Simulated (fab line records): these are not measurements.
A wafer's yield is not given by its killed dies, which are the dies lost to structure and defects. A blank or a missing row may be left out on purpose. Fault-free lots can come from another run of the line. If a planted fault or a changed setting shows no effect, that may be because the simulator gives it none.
Matching of chambers || flow n5Finfet || 3 sister chambers for N5_BEOL_M7_CURE_74 on uvCure-01
The step cures SiCOH lowk, time 240 s. 3 wafers are shown with their chamber, then 9 later ones without.

EACH WAFER AND ITS CHAMBER
{"wafer": "L084.6", "chamber": 1, "wafer_temp_C_max": 386.7}
{"wafer": "L086.6", "chamber": 0, "wafer_temp_C_max": 387.7}
{"wafer": "L089.6", "chamber": 2, "wafer_temp_C_max": 386.7}

WAFERS WITHOUT THEIR CHAMBER
{"wafer": "L093.3", "wafer_temp_C_max": 385.9}
{"wafer": "L093.5", "wafer_temp_C_max": 387.2}
{"wafer": "L093.6", "wafer_temp_C_max": 386.5}
{"wafer": "L094.2", "wafer_temp_C_max": 386.9}
{"wafer": "L094.3", "wafer_temp_C_max": 386.5}
{"wafer": "L094.6", "wafer_temp_C_max": 386.2}
{"wafer": "L097.2", "wafer_temp_C_max": 387.4}
{"wafer": "L097.3", "wafer_temp_C_max": 387.6}
{"wafer": "L097.6", "wafer_temp_C_max": 387.2}

WHICH CHAMBER EACH WENT THROUGH
{"wafer": "L093.3", "from the rows above": "can't be placed: 1 or 2", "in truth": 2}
{"wafer": "L093.5", "from the rows above": "can't be placed: 0 or 1 or 2", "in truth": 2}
{"wafer": "L093.6", "from the rows above": "can't be placed: 1 or 2", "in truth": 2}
{"wafer": "L094.2", "from the rows above": "can't be placed: 1 or 2 or 0", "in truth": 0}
{"wafer": "L094.3", "from the rows above": "can't be placed: 1 or 2", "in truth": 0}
{"wafer": "L094.6", "from the rows above": "can't be placed: 1 or 2", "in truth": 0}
{"wafer": "L097.2", "from the rows above": "can't be placed: 0 or 1 or 2", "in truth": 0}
{"wafer": "L097.3", "from the rows above": "can't be placed: 0 or 1 or 2", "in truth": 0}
{"wafer": "L097.6", "from the rows above": "can't be placed: 0 or 1 or 2", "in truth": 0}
Correctly placed: 0 of 9. Unplaceable from these rows: 9, with the true chamber sitting among the candidates in 7. Number placed wrongly: 0.
How it was worked out, from the rows above alone: a wafer's distance from a chamber is the root of the sum, over the readings, of the square of ((its reading less the chamber's mean) divided by the reading's scatter). The wafer belongs to the nearest chamber; if the next one is less than 2 further off, it can't be placed. A chamber's mean is the mean of its shown wafers. The scatter: root of mean squared gap, hidden wafer to nearest shown wafer, with one shown wafer a chamber.
